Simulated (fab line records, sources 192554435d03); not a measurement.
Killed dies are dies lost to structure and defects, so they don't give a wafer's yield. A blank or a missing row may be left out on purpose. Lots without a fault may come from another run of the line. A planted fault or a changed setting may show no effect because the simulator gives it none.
Chamber matching | flow n5_finfet | N5_BEOL_M9_ALD_74 on ald_metal-02: 4 sister chambers
The step deposits TaN, target thk 2 nm, pulse time 2 s, purge time 3 s. 22 wafers are shown with their chamber, then 11 later ones without.

WAFERS WITH THEIR CHAMBER
wafer  | chamber | heater_power_w (W) | heater_power_outer_w (W)
L079.3 | 0       | 423                | 235
L079.4 | 1       | 408                | 223
L079.6 | 3       | 432                | 239
L081.2 | 1       | 403                | 222
L081.3 | 0       | 416                | 229
L081.5 | 0       | 404                | 231
L080.1 | 0       | 410                | 225
L080.3 | 3       | 426                | 239
L080.4 | 1       | 412                | 232
L083.4 | 0       | 419                | 228
L083.5 | 3       | 429                | 239
L083.6 | 1       | 420                | 220
L085.1 | 2       | 383                | 230
L085.2 | 3       | 428                | 244
L085.6 | 1       | 416                | 229
L086.2 | 1       | 416                | 229
L086.5 | 1       | 412                | 222
L086.6 | 2       | 388                | 224
L089.2 | 0       | 407                | 224
L089.4 | 3       | 421                | 237
L089.6 | 2       | 390                | 231
L091.1 | 2       | 390                | 230

SIGNATURES (means of the wafers above)
reading              | chamber 0 | chamber 1 | chamber 2 | chamber 3 | scatter within a chamber
heater_power_w       | 413.17    | 412.43    | 387.75    | 427.20    | 5.59
heater_power_outer_w | 228.67    | 225.29    | 228.75    | 239.60    | 3.85
Rule: a wafer's distance from a chamber is the root of the sum, over the readings, of the square of ((its reading less the chamber's mean) divided by the reading's scatter). The wafer belongs to the nearest chamber; if the next one is less than 2 further off, it can't be placed. The scatter: the root of (the sum of the squares of (reading less its chamber's mean) over the shown wafers, divided by (wafers less chambers)).

WAFERS WITHOUT THEIR CHAMBER
wafer  | heater_power_w (W) | heater_power_outer_w (W)
L091.2 | 421                | 218
L091.4 | 419                | 241
L095.1 | 409                | 230
L095.2 | 373                | 224
L095.4 | 417                | 225
L094.2 | 413                | 231
L094.3 | 427                | 241
L094.5 | 415                | 227
L097.2 | 405                | 227
L097.4 | 420                | 243
L097.5 | 382                | 229

WHICH CHAMBER EACH WENT THROUGH
wafer  | from the rows above          | in truth
L091.2 | can't be placed: 1 or 0      | 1
L091.4 | can't be placed: 3 or 0      | 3
L095.1 | can't be placed: 0 or 1      | 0
L095.2 | 2                            | 2
L095.4 | can't be placed: 1 or 0      | 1
L094.2 | can't be placed: 0 or 1      | 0
L094.3 | 3                            | 3
L094.5 | can't be placed: 0 or 1      | 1
L097.2 | can't be placed: 1 or 0 or 2 | 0
L097.4 | 3                            | 3
L097.5 | 2                            | 2
Placed correctly: 4 of 11. Can't be placed from these rows: 7 (the true chamber is among the candidates in 7). Placed wrongly: 0.
